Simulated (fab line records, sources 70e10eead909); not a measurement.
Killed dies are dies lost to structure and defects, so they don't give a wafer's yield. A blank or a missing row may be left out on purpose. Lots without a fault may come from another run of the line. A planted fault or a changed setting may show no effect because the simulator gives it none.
fab line records | flow nand_harc
record lots=7 wafers=21 last_day=33
route steps=1302 shown A_CONTACT@1090 END@1302
lots that met no fault: from a run of the same line without faults
start_h: hours from the record's first day to the start of the lot's first wafer shown | wait_h: hours since the lot's step before | " the same as in the row above | L1.1+2: a row that stands for several wafers | - no value, or no start given | * or withheld: withheld | < > ~ a bound
route shown NAME@n: a module of which the file shows steps, and the number in the route of the first | usual: mean/standard deviation of fault-free wafers | same: alike in all rows | chamber/n: place in a boat | sites: the reading at each site | _std_site: their standard deviation | _edge_site: outer sites' mean less inner sites' | radius_mm: how far each site lies from the wafer's centre | mask NAME#n: copy n | behind: the tool/chamber that last shaped the wafer | hold: why the lot was held/for how many hours/how that ended | device: the transistor (n, p or np) that didn't switch | end of line: the same wafers' tests at the end of the route | a step without rows: its recipe alone | killed: dies lost to structure and defects at the first sort, not the wafer's yield | map: a wafer's dies, x killed, . not, _ none there
set.NAME: the setting as run; set.NAME@STEP: as run at that earlier step | model.NAME: the simulator's own value behind a step, which no gauge read
lots at some steps of the route; a table a step, a row a wafer
services: from which hour (start_h, from the record's first day; less than 0 if before it) a tool's chamber was out of use, for how many hours, and why
## steps
# step NHARC_A_CONTACT_ETCH_138
# recipe source_w=withheld pressure_mtorr=20 bias_v=1200 time_s=311 target_depth_a=19140 ar_flow_sccm=withheld c4f8_flow_sccm=withheld o2_flow_sccm=withheld chemistry=C4F8/O2/Ar
# usual oes_air_line_au=1.001/0.023
# columns lot.wafer tool chamber start_h wait_h oes_air_line_au rf_hours_counter_h
L348.4 har_cap_etch-02 0 577.46 0.2 0.975 -
L348.3 " 1 " " 0.987 -
L348.5 " 0 " " 0.994 -
L349.2 har_cap_etch-02 0 583.96 0.2 0.943 100
L349.3 " 1 " " 0.974 -
L349.6 " 1 " " 0.946 -
L356.1 har_cap_etch-01 1 652.52 0.2 0.977 23
L356.6 " 0 " " 1.016 -
L356.5 " 1 " " 1.036 -
L359.2 har_cap_etch-01 0 673.60 0.2 0.983 29
L359.3 " 1 " " 1.024 -
L359.5 " 1 " " 0.981 -
L361.1 har_cap_etch-01 0 699.64 0.2 1.003 32
L361.2 " 1 " " 0.983 32
L361.6 " 0 " " 1.021 -
L364.1 har_cap_etch-03 0 730.60 0.2 0.992 80
L364.2 " 1 " " 0.992 80
L364.4 " 1 " " 1.009 -
L366.1 har_cap_etch-01 0 751.46 0.2 0.983 42
L366.2 " 1 " " 1.069 42
L366.4 " 1 " " 0.985 -
# step NHARC_A_CONTACT_ETCH_139
# recipe source_w=withheld pressure_mtorr=20 bias_v=400 time_s=195 target_depth_a=8400 ar_flow_sccm=withheld c4f8_flow_sccm=11.5 o2_flow_sccm=7.2 chemistry=C4F8/O2/Ar
# step NHARC_A_CONTACT_ETCH_92
# recipe target_depth_a=400 over_etch_frac=0.5 time_s=85.7 ion_energy_ev=120 ch3f_flow_sccm=50 o2_flow_sccm=30 ar_flow_sccm=200 rf_w=500 bias_w=100 chemistry=CH3F/O2
# usual ch3f_flow_sccm=49.98/0.16 drypump_motor_current_A=5.9/0.35 o2_flow_sccm=30.01/0.1 oes_product_au=0.928/0.018 rf_vpp_V=244.4/1.9 showerhead_plenum_p_Torr=2.46/0.13 throttle_valve_pct=20.662/0.0087
# same over_etch_frac=0.5
# columns lot.wafer tool chamber start_h wait_h ch3f_flow_sccm drypump_motor_current_A o2_flow_sccm oes_product_au rf_hours_counter_h rf_vpp_V showerhead_plenum_p_Torr throttle_valve_pct
L348.4 rie_diel-04 2 578.19 0.4 49.90 5.7 29.98 0.928 10 243.2 2.44 20.660
L348.3 " 0 " " 50.16 5.6 29.84 0.928 11 246.8 2.66 20.664
L348.5 " 3 " " 50.19 6.3 30.19 0.920 - 243.0 2.41 20.657
L349.3 rie_diel-04 1 584.78 0.4 49.73 5.7 29.97 0.929 12 247.0 2.63 20.668
L349.2 " 0 " " 50.15 5.6 29.89 0.931 13 245.9 2.66 20.657
L349.6 " 2 " " 49.91 5.7 30.20 0.924 - 242.9 2.44 20.681
L356.1 rie_diel-04 3 653.34 0.5 50.04 6.3 29.86 0.919 32 245.6 2.40 20.664
L356.5 " 1 " " 50.08 5.7 30.06 0.915 - 246.7 2.62 20.649
L356.6 " 2 " " 50.24 5.7 30.12 0.912 - 244.9 2.43 20.660
L359.2 rie_diel-09 3 674.38 0.5 50.09 5.6 29.85 0.921 30 241.6 2.27 20.660
L359.3 " 0 " " 50.10 6.4 30.10 0.921 27 243.5 2.32 20.653
L359.5 " 3 " " 50.20 5.6 29.90 0.923 - 242.9 2.27 20.670
L361.2 rie_diel-04 0 700.47 0.5 49.99 5.6 30.09 0.998 49 247.4 2.64 20.659
L361.1 " 3 " " 49.84 6.3 30.19 1.000 50 244.0 2.40 20.674
L361.6 " 1 " " 49.91 5.7 30.06 1.004 - 247.0 2.62 20.670
L364.4 rie_diel-09 2 731.42 0.4 50.07 6.3 29.96 0.930 9 245.8 2.48 20.671
L364.1 " 3 " " 50.01 5.7 30.08 0.934 9 247.5 2.66 20.650
L364.2 " 1 " " 50.00 5.6 29.82 0.929 7 247.4 2.57 20.660
L366.4 rie_diel-07 1 752.28 0.4 49.79 5.7 29.95 0.912 33 242.6 2.35 20.664
L366.2 " 2 " " 50.12 5.4 30.11 0.931 27 241.9 2.30 20.658
L366.1 " 0 " " 49.83 5.5 30.00 0.912 32 245.7 2.62 20.658
# step NHARC_A_CONTACT_ETCH_98
# recipe target_depth_a=200 over_etch_frac=0.5 time_s=10 ion_energy_ev=250 c4f6_flow_sccm=25 o2_flow_sccm=20 ar_flow_sccm=500 rf_w=600 bias_w=500 chemistry=C4F6/O2
# step NHARC_A_CONTACT_CD_MEAS_15
# usual cd_nm=190.0/0.49
# columns lot.wafer tool chamber start_h wait_h cd_nm
L348.3 cd_sem-02 - 578.47 - 189.7
L348.4 " - " " 190.7
L348.5 " - " " 189.9
L349.2 cd_sem-02 - 585.04 - 189.6
L349.3 " - " " 189.5
L349.6 " - " " 190.3
L356.1 cd_sem-01 - 653.55 - 189.6
L356.5 " - " " 189.1
L356.6 " - " " 189.5
L359.2 cd_sem-03 - 674.74 - 190.0
L359.3 " - " " 189.9
L359.5 " - " " 190.8
L361.1 cd_sem-02 - 700.72 - 189.7
L361.2 " - " " 189.5
L361.6 " - " " 190.2
L364.1 cd_sem-01 - 731.64 - 189.8
L364.2 " - " " 190.3
L364.4 " - " " 190.0
L366.1 cd_sem-01 - 752.50 - 189.4
L366.2 " - " " 190.1
L366.4 " - " " 190.2
# step NHARC_A_CONTACT_STRIP_107
# recipe n2_flow_sccm=150 h2_flow_sccm=150 ar_flow_sccm=0 bias_w=0 chemistry=N2/H2
# step NHARC_A_CONTACT_STRIP_108
# recipe cf4_flow_sccm=100 chf3_flow_sccm=30 ar_flow_sccm=0 bias_w=0 chemistry=CF4/CHF3
# step NHARC_A_CONTACT_STRIP_109
# recipe o2_flow_sccm=400 cos_flow_sccm=20 ar_flow_sccm=0 bias_w=0 chemistry=O2/COS
# step NHARC_A_CONTACT_ETCH_110
# recipe target_depth_a=600 overetch_a=60 time_s=33 ion_energy_ev=100 cf4_flow_sccm=80 o2_flow_sccm=20 ar_flow_sccm=0 rf_w=300 bias_w=100 chemistry=CF4/O2
# usual drypump_motor_current_A=5.8/0.34 o2_flow_sccm=20.00/0.058 oes_product_au=0.998/0.0071 rf_vpp_V=197.6/1.6 showerhead_plenum_p_Torr=1.33/0.069 throttle_valve_pct=13.399/0.0084
# columns lot.wafer tool chamber start_h wait_h drypump_motor_current_A o2_flow_sccm oes_product_au rf_hours_counter_h rf_vpp_V showerhead_plenum_p_Torr throttle_valve_pct
L348.3 rie_diel-07 1 578.76 0.1 5.7 19.97 0.995 29 197.1 1.29 13.405
L348.4 " 2 " " 5.4 20.11 0.999 25 195.2 1.26 13.388
L348.5 " 0 " " 5.5 19.92 1.003 - 198.7 1.44 13.409
L349.3 rie_diel-09 2 585.33 0.1 6.3 20.00 1.005 16 197.1 1.35 13.394
L349.2 " 0 " " 6.4 19.95 1.005 15 196.1 1.26 13.384
L349.6 " 1 " " 5.6 20.07 0.997 - 198.6 1.40 13.385
L356.1 rie_diel-04 1 654.61 0.6 5.7 20.04 0.992 33 199.8 1.42 13.393
L356.5 " 3 " " 6.3 20.08 1.000 - 197.3 1.30 13.409
L356.6 " 0 " " 5.6 19.94 0.993 - 199.7 1.44 13.389
L359.2 rie_diel-07 1 675.03 0.1 5.7 19.97 1.006 7 197.8 1.28 13.387
L359.3 " 3 " " 5.5 19.95 0.999 9 197.1 1.31 13.410
L359.5 " 1 " " 5.7 20.04 1.001 - 195.3 1.28 13.416
L361.2 rie_diel-09 1 701.01 0.1 5.6 19.95 1.000 4 198.9 1.40 13.409
L361.1 " 0 " " 6.4 19.98 0.994 3 195.1 1.26 13.403
L361.6 " 1 " " 5.6 19.96 0.997 - 198.5 1.40 13.388
L364.2 rie_diel-07 0 732.04 0.1 5.4 20.04 0.996 24 199.1 1.43 13.407
L364.4 " 1 " " 5.7 20.02 1.012 24 196.7 1.28 13.411
L364.1 " 3 " " 5.5 19.99 0.994 25 196.0 1.31 13.389
L366.1 rie_diel-07 2 752.87 0.1 5.4 20.03 1.010 27 197.3 1.25 13.401
L366.2 " 3 " " 5.5 19.91 1.010 31 196.6 1.31 13.399
L366.4 " 0 " " 5.5 19.92 1.006 32 200.7 1.43 13.410
# step NHARC_A_CONTACT_STRIP_26
# recipe o2_flow_sccm=500 ar_flow_sccm=0 bias_w=0 chemistry=O2
# usual drypump_motor_current_A=5.8/0.35 o2_flow_sccm=499.9/1.5 oes_product_au=0.999/0.0067 rf_vpp_V=57.9/0.96 showerhead_plenum_p_Torr=3.52/0.18 throttle_valve_pct=17.037/0.0088
# columns lot.wafer tool chamber start_h wait_h drypump_motor_current_A o2_flow_sccm oes_product_au rf_hours_counter_h rf_vpp_V showerhead_plenum_p_Torr throttle_valve_pct
L348.3 rie_diel-07 2 - - 5.4 502.1 0.991 25 57.0 3.34 17.030
L348.4 " 0 " " 5.5 499.4 0.999 31 58.1 3.79 17.039
L348.5 " 3 " " 5.5 499.6 0.998 - 57.4 3.49 17.037
L349.2 rie_diel-09 1 - - 5.6 503.3 1.000 16 59.1 3.69 17.047
L349.3 " 3 " " 5.7 502.3 1.004 16 57.5 3.27 17.026
L349.6 " 0 " " 6.4 499.5 0.996 - 57.0 3.35 17.030
L356.1 rie_diel-04 3 - - 6.3 498.6 0.991 33 57.6 3.45 17.032
L356.6 " 3 " " 6.3 497.7 1.016 - 56.4 3.45 17.042
L356.5 " 0 " " 5.6 498.2 0.997 - 60.0 3.79 17.047
L359.2 rie_diel-07 0 - - 5.5 499.2 1.000 9 58.8 3.77 17.041
L359.3 " 2 " " 5.4 502.1 1.004 7 56.9 3.32 17.035
L359.5 " 3 " " 5.5 499.9 1.007 - 57.8 3.47 17.050
L361.1 rie_diel-09 2 - - 6.4 501.0 1.002 4 57.0 3.56 17.027
L361.2 " 0 " " 6.4 500.3 0.986 3 57.2 3.34 17.042
L361.6 " 2 " " 6.3 499.3 0.995 - 57.9 3.56 17.035
L364.1 rie_diel-07 1 - - 5.7 498.9 0.997 24 57.2 3.38 17.048
L364.4 " 3 " " 5.5 500.3 1.000 25 58.5 3.46 17.045
L364.2 " 0 " " 5.4 502.8 0.990 24 58.2 3.76 17.037
L366.4 rie_diel-07 2 - - 5.4 500.3 1.000 27 57.6 3.31 17.043
L366.2 " 3 " " 5.5 496.7 0.998 31 58.6 3.46 17.024
L366.1 " 0 " " 5.5 500.7 0.994 32 58.6 3.76 17.032
# step NHARC_A_CONTACT_STRIP_27
# recipe time_s=600 temp_c=30 chemistry=post_etch_residue_remover
# step NHARC_A_CONTACT_ALD_18
# recipe target_thk_a=30 pulse_time_s=1 ald_cycles=150 temp_c=450 material=TiN
# usual heater_power_w=1102/110 precursor_pulse_height_rel=1.000/0.02
# columns lot.wafer tool chamber start_h wait_h heater_power_w precursor_pulse_height_rel since_wet_clean_h
L348.3 ald_metal-04 0 579.41 - 984 1.003 95
L348.4 " 1 " " 1033 0.992 -
L348.5 " 2 " " 1167 0.988 -
L349.3 ald_metal-04 0 586.00 - 991 0.982 102
L349.2 " 1 " " 1063 1.004 102
L349.6 " 2 " " 1161 1.011 -
L356.1 ald_metal-01 1 655.43 - 1203 0.986 119
L356.6 " 3 " " 1077 0.981 -
L356.5 " 0 " " 1279 0.998 -
L359.3 ald_metal-01 0 675.70 - 1298 1.012 140
L359.2 " 2 " " 1000 0.991 140
L359.5 " 0 " " 1282 0.981 -
L361.2 ald_metal-01 3 701.74 - 1051 1.023 166
L361.1 " 0 " " 1269 1.015 166
L361.6 " 2 " " 999 1.022 -
L364.2 ald_metal-04 2 732.73 - 1144 1.010 70
L364.1 " 3 " " 1130 0.996 71
L364.4 " 3 " " 1095 0.991 -
L366.2 ald_metal-01 3 753.54 - 1046 1.018 40
L366.1 " 0 " " 1227 0.971 40
L366.4 " 1 " " 1269 0.992 40
# step NHARC_A_CONTACT_CVD_19
# recipe target_thk_a=3000 temp_c=300 pressure_torr=40 wf6_flow_sccm=40 h2_flow_sccm=1600 ar_flow_sccm=1560 time_s=802 material=W
# usual heater_power_w=498/39 throttle_valve_pct=8.0/0.36
# columns lot.wafer tool chamber start_h wait_h heater_power_w since_wet_clean_h throttle_valve_pct
L348.3 cvd_w-01 0 579.90 - 566 - 7.8
L348.4 " 1 " " 460 - 7.6
L348.5 " 1 " " 451 - 7.3
L348.3 cvd_w-01 0 580.90 0.9 546 - 7.7
L348.4 " 1 " " 464 - 7.5
L348.5 " 1 " " 455 - 7.4
L349.2 cvd_w-02 1 586.22 - 442 123 8.5
L349.3 " 0 " " 523 - 8.2
L349.6 " 0 " " 503 - 8.2
L349.2 cvd_w-02 1 587.19 0.9 454 - 8.5
L349.3 " 0 " " 512 - 8.3
L349.6 " 0 " " 524 - 8.3
L356.1 cvd_w-01 1 655.59 - 473 96 7.8
L356.5 " 1 " " 466 - 7.8
L356.6 " 0 " " 551 - 7.8
L356.1 cvd_w-01 1 656.60 0.9 464 - 7.7
L356.5 " 1 " " 454 - 7.6
L356.6 " 0 " " 558 - 7.8
L359.2 cvd_w-01 1 676.00 - 460 116 7.8
L359.3 " 1 " " 470 - 7.6
L359.5 " 0 " " 568 - 7.9
L361.1 cvd_w-02 0 701.90 - 503 57 8.3
L361.2 " 1 " " 456 58 8.1
L361.6 " 0 " " 510 - 8.3
L364.1 cvd_w-02 1 732.97 - 460 89 8.0
L364.2 " 0 " " 506 89 8.4
L364.4 " 1 " " 451 - 8.0
L366.1 cvd_w-02 1 753.72 - 463 109 8.1
L366.2 " 0 " " 503 109 8.5
L366.4 " 0 " " 508 - 8.4
# step NHARC_A_CONTACT_CMP_20
# recipe t_overpolish_s=30 target_thk_nm=300
# usual motor_current_A=12.4/0.75 overpolish_run_s=29.999/0.0088 time_to_endpoint_s=59.3/2.4
# columns lot.wafer tool chamber start_h wait_h motor_current_A overpolish_run_s time_to_endpoint_s
L348.3 cmp-03 3 581.65 0.6 11.4 29.997 117.2
L348.4 " 0 " " 13.3 29.991 113.9
L348.5 " 3 " " 11.6 30.002 117.4
L349.2 cmp-03 1 588.17 0.9 13.3 30.008 124.4
L349.3 " 0 " " 12.9 30.002 121.8
L349.6 " 1 " " 13.7 29.993 122.7
L356.1 cmp-03 0 657.65 0.9 13.6 30.007 119.1
L356.5 " 2 " " 12.4 30.012 117.6
L356.6 " 3 " " 11.3 30.005 126.8
L359.2 cmp-04 0 676.82 0.7 12.7 29.992 62.1
L359.3 " 1 " " 11.5 30.005 60.8
L359.5 " 2 " " 12.6 30.008 60.9
L361.1 cmp-01 1 702.80 0.8 11.9 30.005 59.4
L361.2 " 0 " " 12.5 30.017 58.0
L361.6 " 2 " " 12.6 29.980 55.5
L364.1 cmp-01 0 733.89 0.8 11.8 30.004 61.7
L364.2 " 1 " " 12.3 30.010 61.0
L364.4 " 2 " " 11.2 30.001 60.5
L366.2 cmp-03 2 754.61 0.6 13.0 29.988 58.7
L366.4 " 0 " " 14.1 29.985 60.2
L366.1 " 1 " " 13.3 30.005 60.0
# step NHARC_END_SORT_01
# recipe temp_c=25
# usual killed_at_array=52/20 killed_at_other=1.0/1.3 killed_at_periphery=3.7/2.2 killed_dies=57/20 killed_open=3.2/1.6 killed_short=2.4/1.6
# same gross_dies=677
# columns lot.wafer tool chamber start_h wait_h killed_at_array killed_at_other killed_at_periphery killed_dies killed_open killed_short
L348.3 prober-02 0 628.16 3.1 59 0 0 59 1 2
L348.4 prober-02 0 628.94 3.4 66 1 4 71 2 3
L348.5 prober-02 0 629.73 3.7 59 0 1 60 2 2
# killed by level:class
L348.3 A_CHANNEL_HOLE_D2:chamber_film_flake=24 A_SLIT:chamber_film_flake=24 A_STAIRCASE:chamber_film_flake=4 A_WL_FILL:chamber_film_flake=2 A_ONON_D1:geometric_particle:short=1 A_DECK1_JOINT:geometric_particle:short=1 A_CHANNEL_FILL_D2:geometric_particle:open=1 A_CONTACT:chamber_film_flake=1
L348.4 A_SLIT:chamber_film_flake=28 A_CHANNEL_HOLE_D2:chamber_film_flake=26 A_CHANNEL_HOLE_D1:chamber_film_flake=5 A_WL_FILL:chamber_film_flake=3 P_CONTACT:geometric_particle:short=1 P_CONTACT:geometric_particle:open=1 P_M0:geometric_particle:short=1 A_WL_FILL:geometric_particle:short=1
L348.5 A_CHANNEL_HOLE_D2:chamber_film_flake=24 A_SLIT:chamber_film_flake=23 A_CONTACT:chamber_film_flake=2 A_CHANNEL_FILL_D1:geometric_particle:short=1 A_CHANNEL_FILL_D2:geometric_particle:short=1 A_SGD_CUT:geometric_particle:open=1 A_SLIT:geometric_particle:open=1 P_GATE:chamber_film_flake=1
## services
# columns tool chamber start_h hours kind
cmp-03 - 554.10 4.0 pm
rie_diel-04 1 558.39 3.9 repair
cvd_w-02 1 570.91 12.2 repair
ald_metal-04 3 574.34 14.6 repair
cvd_w-02 0 575.40 6.0 repair
cvd_w-02 - 584.96 1.1 repair
rie_diel-07 2 603.01 4.5 repair
rie_diel-07 2 625.11 9.1 repair
rie_diel-09 - 626.52 6.0 repair
cvd_w-02 - 631.53 13.0 pm
rie_diel-09 2 648.15 3.2 repair
rie_diel-07 - 651.12 9.0 pm
cmp-03 - 652.10 4.0 pm
rie_diel-09 - 674.47 9.0 pm
cvd_w-02 - 675.12 0.2 repair
ald_metal-01 - 704.00 10.0 pm
cmp-03 - 705.61 1.5 repair
rie_diel-04 - 709.15 9.0 pm
rie_diel-07 2 709.44 22.5 repair
rie_diel-07 - 717.48 1.9 repair
cvd_w-01 - 728.00 13.0 pm
cvd_w-02 0 728.41 3.4 repair
rie_diel-04 3 732.54 9.0 repair
cmp-03 - 750.10 4.0 pm
## key
first_sign step=NHARC_A_CONTACT_CVD_19 reading=visit direction=added
effect step=NHARC_A_CONTACT_CMP_20 reading=time_to_endpoint_s direction=up sigmas=25 usual=* struck=*
met_at NHARC_A_CONTACT_CVD_19
struck_wafers L348.3,L348.4,L348.5,L349.2,L349.3,L349.6,L356.1,L356.5,L356.6
tester_left_out L348,L349,L356
fault kind=repeated_step_whole tool=cvd_w-01,cvd_w-02 chamber=- onset_h=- steps=NHARC_A_CONTACT_CVD_19 times=1 scope=struck_lots_only
# tester_left_out: of these lots the tester's yield and bins aren't shown, on N5 and GAA mostly nor the transistor test; their killed dies are dies lost to structure and defects alone, not to doping, threshold or leakage, so they don't give the yield
